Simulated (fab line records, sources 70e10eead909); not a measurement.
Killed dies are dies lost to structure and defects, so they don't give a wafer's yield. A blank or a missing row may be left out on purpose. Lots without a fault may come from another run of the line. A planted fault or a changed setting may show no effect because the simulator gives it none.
fab line records | flow nand_harc
record lots=6 wafers=18 last_day=23
route steps=1159 shown A_CONTACT@930 END@1159
lots that met no fault: from a run of the same line without faults
start_h: hours from the record's first day to the start of the lot's first wafer shown | wait_h: hours since the lot's step before | " the same as in the row above | L1.1+2: a row that stands for several wafers | - no value, or no start given | * or withheld: withheld | < > ~ a bound
route shown NAME@n: a module of which the file shows steps, and the number in the route of the first | usual: mean/standard deviation of fault-free wafers | same: alike in all rows | chamber/n: place in a boat | sites: the reading at each site | _std_site: their standard deviation | _edge_site: outer sites' mean less inner sites' | radius_mm: how far each site lies from the wafer's centre | mask NAME#n: copy n | behind: the tool/chamber that last shaped the wafer | hold: why the lot was held/for how many hours/how that ended | device: the transistor (n, p or np) that didn't switch | end of line: the same wafers' tests at the end of the route | a step without rows: its recipe alone | killed: dies lost to structure and defects at the first sort, not the wafer's yield | map: a wafer's dies, x killed, . not, _ none there
set.NAME: the setting as run; set.NAME@STEP: as run at that earlier step | model.NAME: the simulator's own value behind a step, which no gauge read
lots at some steps of the route; a table a step, a row a wafer
services: from which hour (start_h, from the record's first day; less than 0 if before it) a tool's chamber was out of use, for how many hours, and why
## steps
# step NHARC_A_CONTACT_SOFTBAKE_03
# recipe temp_c=105 time_s=55
# step NHARC_A_CONTACT_EBR_04
# step NHARC_A_CONTACT_EXPOSE_05
# recipe na=1.35 sigma_outer=0.8 dose_mj=84.24 mask_id=A_CC
# step NHARC_A_CONTACT_PEB_06
# recipe peb_temp_c=100 peb_time_s=65
# step NHARC_A_CONTACT_DEVELOP_07
# recipe develop_time_s=35 dev_temp_c=23
# step NHARC_A_CONTACT_CD_MEAS_08
# recipe target_cd_nm=100 landing_energy_ev=500
# usual cd_nm=99.8/0.52
# columns lot.wafer tool chamber start_h wait_h cd_nm
L358.1 cd_sem-01 0 390.59 - 100.6
L358.5 " 0 " " 100.9
L358.6 " 0 " " 100.3
L362.2 cd_sem-01 0 411.40 - 99.4
L362.4 " 0 " " 99.8
L362.5 " 0 " " 99.4
L363.1 cd_sem-03 0 440.20 - 99.5
L363.5 " 0 " " 99.4
L363.6 " 0 " " 100.2
L370.2 cd_sem-01 0 452.89 - 99.9
L370.3 " 0 " " 100.0
L370.6 " 0 " " 100.8
L372.1 cd_sem-02 0 463.05 - 99.5
L372.2 " 0 " " 99.9
L372.6 " 0 " " 100.0
L374.2 cd_sem-03 0 483.30 - 99.2
L374.5 " 0 " " 99.6
L374.6 " 0 " " 100.5
# step NHARC_A_CONTACT_OVL_MEAS_09
# usual overlay_x_nm=0.1/0.77 overlay_y_nm=-0.1/0.79
# columns lot.wafer tool chamber start_h wait_h overlay_x_nm overlay_y_nm
L358.1 overlay-02 - 390.68 - -0.1 -0.1
L358.5 " - " " 0.3 -0.4
L358.6 " - " " -0.1 -0.6
L362.2 overlay-01 - 411.49 - -0.3 -0.4
L362.4 " - " " -0.4 -0.2
L362.5 " - " " -0.5 -0.4
L363.1 overlay-02 - 440.29 - 0.3 0.0
L363.5 " - " " 0.7 -1.2
L363.6 " - " " -0.1 -0.6
L370.2 overlay-01 - 452.98 - 0.7 -0.5
L370.3 " - " " -0.5 0.0
L370.6 " - " " 0.0 -0.5
L372.1 overlay-02 - 463.14 - 0.3 0.6
L372.2 " - " " 0.1 0.6
L372.6 " - " " 0.3 0.2
L374.2 overlay-02 - 483.38 - 1.8 0.0
L374.5 " - " " 1.7 -0.6
L374.6 " - " " 1.2 -0.7
# step NHARC_A_CONTACT_INSPECT_10
# usual raw_defect_count=29/16
# columns lot.wafer tool chamber start_h wait_h raw_defect_count
L358.1 defect_inspect-02 - 390.72 0.0 16
L358.5 " - " " 6
L358.6 " - " " 9
L362.2 defect_inspect-01 - 411.53 0.0 32
L362.4 " - " " 31
L362.5 " - " " 31
L363.1 defect_inspect-01 - 440.32 0.0 37
L363.5 " - " " 35
L363.6 " - " " 38
L370.2 defect_inspect-02 - 453.02 0.0 10
L370.3 " - " " 11
L370.6 " - " " 10
L372.1 defect_inspect-02 - 463.17 0.0 11
L372.2 " - " " 14
L372.6 " - " " 15
L374.2 defect_inspect-01 - 483.42 0.0 51
L374.5 " - " " 48
L374.6 " - " " 58
# step NHARC_A_CONTACT_DESCUM_13
# recipe time_s=3 o2_flow_sccm=200 ar_flow_sccm=0 bias_power_w=0 chemistry=O2
# usual drypump_motor_current_A=5.7/0.53 oes_product_au=0.999/0.0096 rf_vpp_V=57.7/0.95 showerhead_plenum_p_Torr=1.90/0.08 throttle_valve_pct=11.310/0.0094
# columns lot.wafer tool chamber start_h wait_h drypump_motor_current_A oes_product_au rf_hours_counter_h rf_vpp_V showerhead_plenum_p_Torr throttle_valve_pct
L358.1 rie_diel-08 3 390.80 0.1 5.2 0.997 16 56.9 1.81 11.314
L358.5 " 1 " " 6.6 0.997 - 58.2 1.85 11.296
L358.6 " 2 " " 6.1 1.002 - 57.8 1.90 11.314
L362.2 rie_diel-05 2 411.60 0.1 6.3 0.998 23 57.7 2.05 11.304
L362.4 " 0 " " 5.3 1.002 23 57.1 2.03 11.336
L362.5 " 1 " " 6.1 0.998 - 56.6 1.91 11.309
L363.1 rie_diel-05 1 440.40 0.1 6.1 1.002 31 57.6 1.91 11.305
L363.5 " 3 " " 5.0 1.008 - 57.6 1.97 11.313
L363.6 " 0 " " 5.3 1.004 - 58.7 2.02 11.323
L370.3 rie_diel-05 1 453.09 0.1 6.1 0.995 38 58.2 1.91 11.318
L370.2 " 3 " " 5.0 1.008 41 59.6 1.97 11.298
L370.6 " 1 " " 6.1 0.995 - 58.5 1.91 11.323
L372.1 rie_diel-07 3 463.23 0.1 5.7 1.009 18 59.0 2.05 11.301
L372.2 " 2 " " 4.8 1.008 18 58.9 1.89 11.311
L372.6 " 0 " " 5.3 0.999 - 57.3 1.86 11.315
L374.2 rie_diel-07 3 483.49 0.1 5.6 0.990 26 57.6 2.05 11.318
L374.6 " 2 " " 4.9 0.994 - 59.6 1.89 11.326
L374.5 " 3 " " 5.7 0.993 - 57.2 2.05 11.304
# step NHARC_A_CONTACT_ETCH_88
# recipe target_depth_a=390 over_etch_frac=0.3 time_s=65 ion_energy_ev=80 cf4_flow_sccm=150 ar_flow_sccm=0 rf_w=300 bias_w=100 chemistry=CF4
# usual bias_w=100.0/0.31 drypump_motor_current_A=5.7/0.53 oes_product_au=1.000/0.011 over_etch_frac=0.3/0 rf_vpp_V=151.1/1.1 showerhead_plenum_p_Torr=1.76/0.07 throttle_valve_pct=13.284/0.0093
# columns lot.wafer tool chamber start_h wait_h bias_w drypump_motor_current_A oes_product_au over_etch_frac rf_hours_counter_h rf_vpp_V showerhead_plenum_p_Torr throttle_valve_pct
L358.1 rie_diel-08 0 390.87 0.1 99.9 5.6 1.015 0.3 18 151.8 1.78 13.294
L358.6 " 3 " " 100.2 5.3 0.997 0.3 - 149.1 1.68 13.269
L358.5 " 0 " " 100.6 5.6 1.002 0.3 - 151.1 1.78 13.297
L362.4 rie_diel-05 2 411.67 0.1 99.8 6.3 0.998 0.3 23 152.5 1.88 13.283
L362.2 " 1 " " 99.6 6.1 1.003 0.3 23 150.6 1.77 13.292
L362.5 " 3 " " 100.0 5.0 1.004 0.3 - 151.7 1.82 13.285
L363.1 rie_diel-05 3 440.47 0.1 100.1 5.0 1.007 0.3 32 153.3 1.82 13.275
L363.5 " 2 " " 100.0 6.3 0.988 0.3 - 150.8 1.88 13.289
L363.6 " 3 " " 100.1 5.0 0.995 0.3 - 152.0 1.82 13.290
L370.2 rie_diel-05 3 453.16 0.1 99.9 5.0 1.014 0.3 41 151.3 1.82 13.283
L370.3 " 0 " " 99.7 5.3 0.996 0.3 39 152.0 1.86 13.270
L370.6 " 3 " " 99.7 5.0 1.006 0.3 - 150.5 1.82 13.287
L372.1 rie_diel-07 0 463.80 0.6 100.0 5.3 0.988 0.3 17 150.8 1.72 13.285
L372.2 " 1 " " 99.9 6.1 1.011 0.3 17 150.5 1.65 13.289
L372.6 " 2 " " 99.9 4.9 0.992 0.3 - 151.1 1.75 13.288
L374.2 rie_diel-07 2 483.59 0.1 99.9 4.9 1.003 0.3 25 150.9 1.75 13.276
L374.6 " 3 " " 99.7 5.7 0.985 0.3 - 151.9 1.88 13.300
L374.5 " 0 " " 99.9 5.3 0.997 0.3 - 150.1 1.72 13.278
# step NHARC_A_CONTACT_ETCH_89
# recipe target_depth_a=2600 over_etch_frac=0.3 time_s=475.3 ion_energy_ev=200 n2_flow_sccm=150 h2_flow_sccm=150 ar_flow_sccm=0 rf_w=400 bias_w=150 chemistry=N2/H2
# usual bias_w=150.0/0.43 drypump_motor_current_A=5.7/0.52 n2_flow_sccm=150.0/0.42 oes_product_au=0.998/0.01 over_etch_frac=0.3/0 rf_vpp_V=430.0/2.6 showerhead_plenum_p_Torr=2.02/0.087 throttle_valve_pct=14.172/0.0086
# columns lot.wafer tool chamber start_h wait_h bias_w drypump_motor_current_A n2_flow_sccm oes_product_au over_etch_frac rf_hours_counter_h rf_vpp_V showerhead_plenum_p_Torr throttle_valve_pct
L358.1 rie_diel-08 2 - - 150.2 6.1 150.1 1.007 0.3 16 428.7 2.02 14.175
L358.6 " 3 " " 150.1 5.2 150.0 0.987 0.3 - 426.7 1.92 14.169
L358.5 " 0 " " 149.6 5.6 150.4 1.010 0.3 - 431.3 2.05 14.159
L362.4 rie_diel-05 3 - - 150.3 5.0 149.7 1.011 0.3 24 432.2 2.11 14.172
L362.2 " 0 " " 150.0 5.3 150.8 1.002 0.3 23 434.3 2.16 14.186
L362.5 " 3 " " 150.1 5.0 149.8 1.006 0.3 - 433.7 2.11 14.180
L363.1 rie_diel-05 3 - - 150.4 5.0 149.5 1.007 0.3 32 432.3 2.10 14.179
L363.5 " 0 " " 149.2 5.3 150.3 0.993 0.3 - 434.5 2.16 14.170
L363.6 " 1 " " 149.8 6.1 150.5 0.998 0.3 - 428.2 2.03 14.187
L370.2 rie_diel-05 3 - - 149.4 5.0 149.9 1.009 0.3 41 432.4 2.10 14.176
L370.3 " 0 " " 150.0 5.3 150.3 1.001 0.3 39 434.7 2.16 14.168
L370.6 " 3 " " 149.9 5.0 150.2 0.994 0.3 - 434.0 2.10 14.178
L372.1 rie_diel-07 3 - - 150.0 5.6 149.4 0.986 0.3 18 434.8 2.19 14.168
L372.2 " 0 " " 150.2 5.3 150.1 1.001 0.3 17 429.1 1.98 14.183
L372.6 " 1 " " 150.2 6.1 149.8 0.983 0.3 - 427.8 1.89 14.163
L374.2 rie_diel-07 0 - - 149.9 5.3 149.4 1.010 0.3 24 426.6 1.98 14.162
L374.6 " 1 " " 150.4 6.0 150.0 0.995 0.3 - 425.7 1.89 14.182
L374.5 " 2 " " 150.1 4.9 149.8 1.011 0.3 - 429.6 2.01 14.159
# step NHARC_A_CONTACT_ETCH_30
# recipe target_depth_a=605 time_s=30.2 cf4_flow_sccm=100 chf3_flow_sccm=30 ar_flow_sccm=0 rf_w=500 bias_w=200 chemistry=CF4/CHF3
# usual bias_w=200.1/0.59 drypump_motor_current_A=5.7/0.52 oes_product_au=0.930/0.016 rf_vpp_V=370.2/2.3 showerhead_plenum_p_Torr=1.56/0.062 throttle_valve_pct=16.802/0.0089
# columns lot.wafer tool chamber start_h wait_h bias_w drypump_motor_current_A oes_product_au rf_hours_counter_h rf_vpp_V showerhead_plenum_p_Torr throttle_valve_pct
L358.1 rie_diel-08 2 - - 200.1 6.1 0.928 16 370.3 1.56 16.809
L358.5 " 0 " " 199.2 5.5 0.939 - 370.9 1.58 16.787
L358.6 " 1 " " 201.2 6.6 0.924 - 369.0 1.52 16.793
L362.2 rie_diel-05 1 - - 199.5 6.1 0.963 24 370.9 1.57 16.790
L362.4 " 3 " " 200.4 5.0 0.984 24 373.3 1.62 16.801
L362.5 " 1 " " 200.0 6.1 0.970 - 371.0 1.57 16.810
L363.1 rie_diel-05 3 - - 199.3 5.0 0.931 32 372.6 1.62 16.804
L363.5 " 1 " " 199.5 6.1 0.925 - 370.6 1.57 16.805
L363.6 " 2 " " 200.1 6.3 0.922 - 374.2 1.68 16.800
L370.3 rie_diel-05 3 - - 200.2 5.0 0.931 41 372.6 1.62 16.801
L370.2 " 1 " " 199.2 6.1 0.927 38 370.5 1.57 16.803
L370.6 " 0 " " 199.3 5.3 0.929 - 372.4 1.66 16.805
L372.1 rie_diel-07 3 - - 199.7 5.7 0.922 18 375.6 1.68 16.807
L372.2 " 0 " " 199.1 5.3 0.917 17 369.6 1.53 16.822
L372.6 " 2 " " 200.0 4.9 0.931 - 368.6 1.56 16.796
L374.2 rie_diel-07 0 - - 200.1 5.3 0.985 24 369.0 1.53 16.801
L374.6 " 3 " " 200.4 5.7 0.941 - 373.8 1.68 16.797
L374.5 " 0 " " 199.4 5.3 0.970 - 369.1 1.53 16.808
# step NHARC_A_CONTACT_ETCH_31
# recipe target_depth_a=20000 over_etch_frac=0.3 time_s=520 ion_energy_ev=150 o2_flow_sccm=400 cos_flow_sccm=20 ar_flow_sccm=0 rf_w=500 bias_w=300 chemistry=O2/COS
# usual bias_w=299.9/1 drypump_motor_current_A=5.7/0.52 oes_product_au=0.999/0.01 over_etch_frac=0.3/0 rf_vpp_V=313.8/1.9 showerhead_plenum_p_Torr=3.10/0.12 throttle_valve_pct=28.329/0.0084
# columns lot.wafer tool chamber start_h wait_h bias_w drypump_motor_current_A oes_product_au over_etch_frac rf_hours_counter_h rf_vpp_V showerhead_plenum_p_Torr throttle_valve_pct
L358.1 rie_diel-08 0 391.37 - 300.6 5.6 1.029 0.3 18 315.4 3.13 28.317
L358.5 " 0 " " 300.1 5.6 1.025 0.3 - 313.3 3.13 28.335
L358.6 " 1 " " 300.4 6.6 0.994 0.3 - 314.2 3.02 28.321
L362.2 rie_diel-05 3 412.35 - 300.5 5.0 1.009 0.3 24 315.8 3.21 28.337
L362.4 " 0 " " 300.7 5.3 1.007 0.3 24 316.6 3.30 28.309
L362.5 " 1 " " 299.9 6.1 1.009 0.3 - 313.7 3.12 28.336
L363.1 rie_diel-05 2 441.05 - 300.3 6.4 0.988 0.48189 31 315.8 3.32 28.323
L363.6 " 0 " " 300.6 5.3 1.003 0.48189 - 316.0 3.29 28.321
L363.5 " 1 " " 301.3 6.1 1.002 0.48189 - 314.9 3.11 28.323
L370.3 rie_diel-05 3 453.75 - 299.5 5.0 1.003 0.48189 42 315.1 3.21 28.337
L370.2 " 0 " " 299.0 5.3 0.994 0.48189 40 316.2 3.29 28.314
L370.6 " 1 " " 299.8 6.1 0.993 0.48189 - 313.6 3.11 28.309
L372.2 rie_diel-07 0 464.29 - 300.5 5.3 1.002 0.3 17 311.8 3.04 28.326
L372.1 " 3 " " 298.5 5.7 0.987 0.3 18 317.3 3.33 28.328
L372.6 " 1 " " 302.6 6.0 1.002 0.3 - 311.5 2.91 28.323
L374.2 rie_diel-07 1 484.19 - 300.5 6.0 1.000 0.3 24 309.4 2.91 28.323
L374.6 " 0 " " 302.0 5.3 1.007 0.3 - 313.6 3.03 28.337
L374.5 " 1 " " 300.8 6.1 1.005 0.3 - 312.3 2.91 28.333
# step NHARC_A_CONTACT_ETCH_134
# recipe source_w=withheld pressure_mtorr=20 bias_v=withheld time_s=140 target_depth_a=7000 ar_flow_sccm=withheld c4f8_flow_sccm=withheld o2_flow_sccm=withheld chemistry=C4F8/O2/Ar
# columns lot.wafer tool chamber start_h wait_h rf_hours_counter_h
L358.1 har_cap_etch-02 1 391.77 - 15
L358.5 " 1 " " -
L358.6 " 0 " " -
L362.2 har_cap_etch-01 1 412.68 - 63
L362.4 " 1 " " -
L362.5 " 1 " " -
L363.1 har_cap_etch-01 1 441.40 - 69
L363.6 " 0 " " -
L363.5 " 1 " " -
L370.2 har_cap_etch-03 0 454.07 - 94
L370.3 " 1 " " -
L370.6 " 1 " " -
L372.2 har_cap_etch-02 0 464.69 - 29
L372.1 " 1 " " 29
L372.6 " 1 " " -
L374.2 har_cap_etch-02 0 484.58 - 32
L374.5 " 1 " " -
L374.6 " 0 " " -
# step NHARC_END_SORT_01
# recipe temp_c=25
# usual killed_at_array=27/12 killed_at_other=0.8/1 killed_at_periphery=4.0/2.5 killed_dies=32/11 killed_open=3.3/1.8 killed_short=2.0/1.5
# same gross_dies=677
# columns lot.wafer tool chamber start_h wait_h killed_at_array killed_at_other killed_at_periphery killed_dies killed_open killed_short
L358.1 prober-02 0 459.51 2.5 15 0 7 22 4 2
L358.5 prober-02 0 462.69 3.7 9 0 5 14 4 0
L358.6 prober-02 0 463.49 4.0 9 1 6 16 0 1
L370.3 prober-01 0 509.31 3.1 14 0 7 21 4 1
L370.6 prober-01 0 511.67 3.9 20 1 3 24 2 2
# killed by level:class
L358.1 A_STAIRCASE:chamber_film_flake=4 A_CHANNEL_HOLE_D1:chamber_film_flake=3 P_CONTACT:geometric_particle:open=2 P_ZERO_WELL:chamber_film_flake=2 P_BONDPAD:chamber_film_flake=2 A_SLIT:chamber_film_flake=2 P_M0:geometric_particle:short=1 A_SOURCE_PLATE:geometric_particle:open=1
L358.5 P_BONDPAD:chamber_film_flake=5 A_CONTACT:geometric_particle:open=3 A_SGD_CUT:chamber_film_flake=2 A_M0:geometric_particle:open=1 A_CHANNEL_HOLE_D1:chamber_film_flake=1 A_CHANNEL_FILL_D1:chamber_film_flake=1 A_STAIRCASE:chamber_film_flake=1
L358.6 P_BONDPAD:chamber_film_flake=6 A_CHANNEL_HOLE_D1:chamber_film_flake=4 A_STAIRCASE:chamber_film_flake=2 A_SGD_CUT:chamber_film_flake=2 STARTING-WAFER:geometric_particle:short=1 A_ZERO_WELL:chamber_film_flake=1
L370.3 A_CHANNEL_HOLE_D1:chamber_film_flake=5 A_STAIRCASE:chamber_film_flake=4 P_STI:chamber_film_flake=2 P_GATE:chamber_film_flake=2 A_BLC:chamber_film_flake=2 P_GATE:geometric_particle:open=1 P_CONTACT:geometric_particle:open=1 P_M2:geometric_particle:open=1
L370.6 A_CHANNEL_HOLE_D1:chamber_film_flake=7 A_BLC:chamber_film_flake=4 A_CONTACT:chamber_film_flake=4 P_M0:geometric_particle:open=1 A_WL_FILL:geometric_particle:short=1 A_CONTACT:geometric_particle:short=1 A_M1:geometric_particle:open=1 P_STI:chamber_film_flake=1
## services
# columns tool chamber start_h hours kind
har_cap_etch-02 - 368.56 0.1 repair
rie_diel-05 0 374.27 - clean
rie_diel-05 1 374.27 - clean
rie_diel-05 2 374.27 - clean
rie_diel-05 3 374.27 - clean
rie_diel-08 3 375.86 2.3 repair
rie_diel-05 0 394.89 4.7 repair
rie_diel-07 3 395.32 2.2 repair
rie_diel-05 1 399.02 - clean
rie_diel-05 2 399.02 - clean
rie_diel-05 3 399.02 - clean
rie_diel-07 - 405.70 9.0 pm
rie_diel-05 0 423.52 - clean
rie_diel-05 1 423.52 - clean
rie_diel-05 2 423.52 - clean
rie_diel-05 3 423.52 - clean
rie_diel-05 0 448.02 - clean
rie_diel-05 1 448.02 - clean
rie_diel-05 2 448.02 - clean
rie_diel-05 3 448.02 - clean
rie_diel-05 0 472.55 - clean
rie_diel-05 1 472.55 - clean
rie_diel-07 - 477.77 0.5 repair
rie_diel-08 - 478.80 9.0 pm
## key
first_sign step=NHARC_A_CONTACT_ETCH_31 reading=over_etch_frac direction=up sigmas=99+ usual=0.3 struck=0.48189
effect none on later readings
met_at NHARC_A_CONTACT_ETCH_31
struck_wafers L363.1,L363.5,L363.6,L370.2,L370.3,L370.6
tester_left_out L363,L370
onset_between 412.35 441.05
fault kind=process_parameter_drift tool=rie_diel-05 chamber=- onset_h=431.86 steps=NHARC_A_CONTACT_ETCH_31 channel=over_etch_frac offset=0.18189 shape=step end_h=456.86 acts_in=these_recipes_only stated=0.3
# tester_left_out: of these lots the tester's yield and bins aren't shown, on N5 and GAA mostly nor the transistor test; their killed dies are dies lost to structure and defects alone, not to doping, threshold or leakage, so they don't give the yield
